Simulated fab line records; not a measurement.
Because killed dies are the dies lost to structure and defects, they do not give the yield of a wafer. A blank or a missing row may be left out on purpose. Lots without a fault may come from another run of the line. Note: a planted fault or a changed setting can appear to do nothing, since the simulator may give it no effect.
What tool caused it? ; flow n5 finfet ; 10 lots, 30 wafers sampled, at 5 steps of a route of 1938

## WHAT THE GAUGES READ, wafer by wafer
N5_BEOL_M4_RC_MEAS_101. Usual: DIBL_N 36.3 mV/V, standard deviation 1.6; DIBL_P 36.5 mV/V, standard deviation 1.6; IOFF_N 0.163 nA/um, standard deviation 0.026; IOFF_P 0.22 nA/um, standard deviation 0.033; ION_N 676 uA/um, standard deviation 9.9; ION_P 464 uA/um, standard deviation 6.5; RC_P 19.2 ohm.um, standard deviation 0.32; SS_N 71.5 mV/dec, standard deviation 0.5; SS_P 73.3 mV/dec, standard deviation 0.64; VT_N 249.3 mV, standard deviation 2.9; VT_P -250 mV, standard deviation 3.2.
lot;measured;on;DIBL_N (mV/V);DIBL_P (mV/V);IOFF_N (nA/um);IOFF_P (nA/um);ION_N (uA/um);ION_P (uA/um);RC_P (ohm.um);SS_N (mV/dec);SS_P (mV/dec);VT_N (mV);VT_P (mV);flag
L367;day 8 10:20;prober-02;32.9 35.1 33.6;32.6 35.7 34.0;0.114 0.150 0.129;0.14 0.19 0.16;671 669 661;458 462 452;19.0 19.6 20.2;70.9 71.1 71.8;72.6 74.1 72.5;255.4 249.7 252.2;-259 -252 -254;
L368;day 9 01:08;prober-01;37.5 38.1 38.2;36.8 38.0 38.0;0.167 0.175 0.187;0.23 0.25 0.26;666 671 680;457 462 468;19.0 19.1 19.1;71.6 71.3 72.5;74.2 73.7 74.3;248.8 248.0 248.9;-249 -244 -246;
L369;day 9 08:17;prober-02;36.5 38.0 35.6;35.4 37.1 34.9;0.157 0.188 0.149;0.23 0.26 0.22;674 685 695;461 476 479;19.1 19.9 19.3;72.0 72.2 71.3;72.8 73.8 73.0;251.4 244.5 246.2;-249 -245 -246;
L370;day 9 08:10;prober-01;34.8 33.5 34.9;36.6 34.8 36.3;0.169 0.140 0.165;0.20 0.17 0.20;691 672 692;466 467 471;19.7 19.4 19.3;71.5 71.0 70.9;73.7 72.9 74.6;249.6 250.4 247.7;-250 -251 -251;
L371;day 9 14:32;prober-01;36.8 37.4 37.0;37.1 37.5 37.0;0.165 0.176 0.153;0.22 0.24 0.22;687 699 674;468 479 462;19.0 18.9 19.3;71.1 71.5 71.9;72.8 73.6 73.2;247.6 247.3 249.2;-248 -248 -251;
L372;day 9 16:22;prober-02;36.9 37.0 35.6;37.9 38.1 36.5;0.179 0.182 0.160;0.22 0.22 0.20;673 688 697;463 466 464;19.6 19.2 19.1;71.6 71.7 70.8;74.8 73.9 74.3;245.1 246.4 248.8;-251 -250 -253;
L379;day 11 20:50;prober-01;37.5 34.1 36.3;35.6 32.7 35.0;0.161 0.115 0.142;0.20 0.16 0.19;662 668 655;455 463 449;20.2 19.7 19.4;71.9 70.8 71.8;73.3 72.8 72.9;252.3 254.0 250.3;-250 -252 -253;
L381;day 12 06:45;prober-02;37.3 36.9 36.6;36.9 36.7 36.5;0.188 0.187 0.175;0.22 0.22 0.21;682 675 680;458 459 461;18.8 19.0 19.1;72.1 72.5 72.1;73.1 73.4 72.7;246.8 244.9 248.3;-248 -250 -249;
L389;day 14 04:17;prober-01;36.0 34.9 35.7;37.1 35.2 36.3;0.169 0.145 0.164;0.22 0.19 0.22;669 662 672;465 456 462;19.5 19.6 19.5;71.8 71.6 71.7;73.4 73.5 73.8;249.5 252.3 250.3;-250 -251 -248;
L390;day 14 08:29;prober-01;36.3 36.5 38.5;35.8 35.5 39.0;0.173 0.165 0.217;0.24 0.23 0.30;681 671 696;463 462 473;18.8 18.6 18.7;71.5 72.0 72.0;73.2 74.0 74.1;246.1 247.7 243.8;-246 -246 -245;

## WHICH TOOL RAN EACH LOT (tool, then ch and the chambers of the sampled wafers, then the start)
lot;N5_MOL_CONTACT_COAG_ETCH_106;N5_BEOL_M4_SURFACE_TREAT_85;N5_BEOL_M4_SPUTTER_86;N5_BEOL_M4_ANNEAL_95
L367;rie diel-01 ch 0,2,3, day 4 13:23;pvd sputter-01, day 8 07:09;pvd sputter-01, day 8 08:05;pvd sputter-01, day 8 09:03
L368;rie diel-04 ch 0,1,3, day 4 20:00;pvd sputter-02, day 8 21:43;pvd sputter-02, day 8 22:55;pvd sputter-02, day 8 23:53
L369;rie diel-01 ch 0,1,3, day 5 02:16;pvd sputter-01, day 9 05:07;pvd sputter-01, day 9 06:00;pvd sputter-01, day 9 06:58
L370;rie diel-03 ch 0,1, day 5 07:17;pvd sputter-02, day 9 05:05;pvd sputter-02, day 9 05:58;pvd sputter-02, day 9 06:55
L371;rie diel-01 ch 0,1,3, day 5 16:13;pvd sputter-02, day 9 09:01;pvd sputter-02, day 9 09:56;pvd sputter-02, day 9 12:57
L372;rie diel-03 ch 0,1,3, day 5 19:34;pvd sputter-03, day 9 10:47;pvd sputter-02, day 9 13:52;pvd sputter-02, day 9 14:50
L379;rie diel-01 ch 0,1,2, day 7 15:14;pvd sputter-03, day 11 17:26;pvd sputter-02, day 11 18:29;pvd sputter-02, day 11 19:26
L381;rie diel-03 ch 1,2,3, day 8 05:56;pvd sputter-03, day 12 03:36;pvd sputter-03, day 12 04:32;pvd sputter-03, day 12 05:30
L389;rie diel-03 ch 0,1, day 10 03:17;pvd sputter-01, day 14 00:59;pvd sputter-01, day 14 02:05;pvd sputter-01, day 14 03:03
L390;rie diel-03 ch 0,1,3, day 10 10:30;pvd sputter-01, day 14 05:07;pvd sputter-02, day 14 06:10;pvd sputter-02, day 14 07:08
- N5_MOL_CONTACT_COAG_ETCH_106: etches SOC in N2/H2, target depth 80 nm, overetch 16 nm, time 120 s.
- N5_BEOL_M4_SURFACE_TREAT_85
- N5_BEOL_M4_SPUTTER_86: material Cu, target thk 4.5 nm, time 8.29 s.
- N5_BEOL_M4_ANNEAL_95: time 240 s.

## AS READ BY THE TOOLS THEMSELVES (means over the sampled wafers that have a number; for cases with no such wafer, the mark the record gives instead)
N5_MOL_CONTACT_COAG_ETCH_106. Usual: drypump motor current A 5.9 A, standard deviation 0.37; oes product au 0.71 a.u., standard deviation 0.072; rf vpp V 523.2 V, standard deviation 2.3; showerhead plenum p Torr 2.52 Torr, standard deviation 0.074; throttle valve pct 17.81 %, standard deviation 0.23.
lot;tool;drypump motor current A (A);oes product au (a.u.);rf vpp V (V);showerhead plenum p Torr (Torr);throttle valve pct (%);flag
L367;rie diel-01;6.0;0.71;523.3;2.49;17.74;
L368;rie diel-04;5.8;0.80;525.9;2.63;17.65;
L369;rie diel-01;5.9;0.70;522.4;2.49;17.78;
L370;rie diel-03;5.5;0.61;523.2;2.51;18.01;
L371;rie diel-01;5.9;0.70;522.1;2.48;17.78;
L372;rie diel-03;5.8;0.64;521.7;2.49;18.02;
L379;rie diel-01;6.1;0.66;522.3;2.50;17.73;
L381;rie diel-03;5.9;0.74;522.9;2.53;17.89;
L389;rie diel-03;5.5;0.82;522.5;2.50;17.62;
L390;rie diel-03;5.8;0.76;522.0;2.47;17.78;

N5_BEOL_M4_SPUTTER_86. Usual: 30.1 % for throttle valve pct, sd 0.98.
lot;tool;throttle valve pct (%);flag
L367;pvd sputter-01;30.4;
L368;pvd sputter-02;29.9;
L369;pvd sputter-01;30.5;
L370;pvd sputter-02;30.7;
L371;pvd sputter-02;29.2;
L372;pvd sputter-02;29.6;
L379;pvd sputter-02;29.4;
L381;pvd sputter-03;30.6;
L389;pvd sputter-01;29.7;
L390;pvd sputter-02;28.7;

N5_BEOL_M4_ANNEAL_95. Usual: 810 W for heater power w, sd 110.
lot;tool;heater power w (W);flag
L367;pvd sputter-01;761;
L368;pvd sputter-02;820;
L369;pvd sputter-01;862;
L370;pvd sputter-02;849;
L371;pvd sputter-02;750;
L372;pvd sputter-02;747;
L379;pvd sputter-02;756;
L381;pvd sputter-03;854;
L389;pvd sputter-01;939;
L390;pvd sputter-02;757;

## THE ANSWER, worked out from the rows above alone
Rule: take the mean of a lot's wafers that have a number; if it is more than 3 standard deviations from the usual mean, the lot is off. Also off: a lot with no number at a reading for which 4 or more lots have one. Where the step has rows for the other lots, those lots are counted as sound. The gauges are gone through in route order, then the tools' own readings, and for those a lot's mean is taken as printed above. The first step at which some lot is off is used, and at that step the reading that is off furthest; a lot without a number counts as furthest.
Nothing can be told from this: no lot is off at any reading shown.

## WHAT WAS PUT IN BY THE SIMULATOR
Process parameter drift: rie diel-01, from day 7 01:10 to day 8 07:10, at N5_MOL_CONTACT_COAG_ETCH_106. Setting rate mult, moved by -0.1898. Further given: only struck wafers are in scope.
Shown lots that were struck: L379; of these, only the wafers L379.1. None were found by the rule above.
